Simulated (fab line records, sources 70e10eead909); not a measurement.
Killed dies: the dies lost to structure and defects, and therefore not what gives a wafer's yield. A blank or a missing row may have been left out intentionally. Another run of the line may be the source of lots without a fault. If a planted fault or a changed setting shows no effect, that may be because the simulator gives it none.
Matching of chambers    flow nand harc    4 sister chambers for NHARC_A_M0_ETCH_34 on rie diel-02
The step etches the open film in N2/H2, target depth 40 nm, overetch 12 nm, time 43.94 s. 14 wafers are shown with their chamber, then 7 later ones without.

WAFERS PAIRED WITH THEIR CHAMBERS
wafer   chamber  drypump motor current A (A)  rf vpp V (V)  oes product au (a.u.)
L074.1  3        5.9                          424.9         1.000
L074.3  0        5.7                          427.3         0.990
L074.6  2        5.6                          430.8         0.997
L078.2  2        5.6                          432.8         1.000
L078.4  3        5.9                          425.2         1.008
L078.6  1        5.4                          426.6         1.029
L081.2  1        5.4                          427.5         1.027
L081.4  2        5.6                          432.9         0.993
L081.5  3        5.9                          426.7         0.992
L081.1  3        5.9                          427.4         0.981
L081.3  0        5.7                          429.2         0.981
L081.6  2        5.7                          432.8         1.010
L087.1  3        5.9                          425.6         0.986
L087.3  2        5.7                          431.7         0.986

SIGNATURES, as means of the wafers listed above
reading                  chamber 0  chamber 1  chamber 2  chamber 3  scatter within a chamber
drypump motor current A  5.700      5.400      5.640      5.900      0.0346
rf vpp V                 428.250    427.050    432.200    425.960    1
oes product au           0.98550    1.02800    0.99720    0.99340    0.00908
Rule: distance of a wafer from a chamber = root of the sum over the readings of ((wafer's reading minus chamber's mean) / reading's scatter) squared. If the next closest chamber is less than 2 further off than the closest, the wafer can't be placed; otherwise it belongs to the closest. The scatter is the square root of a quotient: the sum, over the shown wafers, of each reading's squared deviation from its chamber's mean, divided by wafers minus chambers.

WAFERS WITHOUT THEIR CHAMBER
wafer   drypump motor current A (A)  rf vpp V (V)  oes product au (a.u.)
L087.6  5.7                          425.7         0.976
L088.4  5.7                          427.2         1.003
L088.5  5.4                          427.1         1.034
L088.6  5.7                          427.5         0.984
L094.2  5.9                          425.6         0.993
L094.4  5.9                          425.8         0.996
L094.6  5.7                          426.8         0.986

THE CHAMBER EACH PASSED THROUGH
wafer   from the rows above  in truth
L087.6  0                    0
L088.4  0                    0
L088.5  1                    1
L088.6  0                    0
L094.2  3                    3
L094.4  3                    3
L094.6  0                    0
Placed correctly: 7 of 7. Left unplaced by these rows: 0. Number placed wrongly: 0.
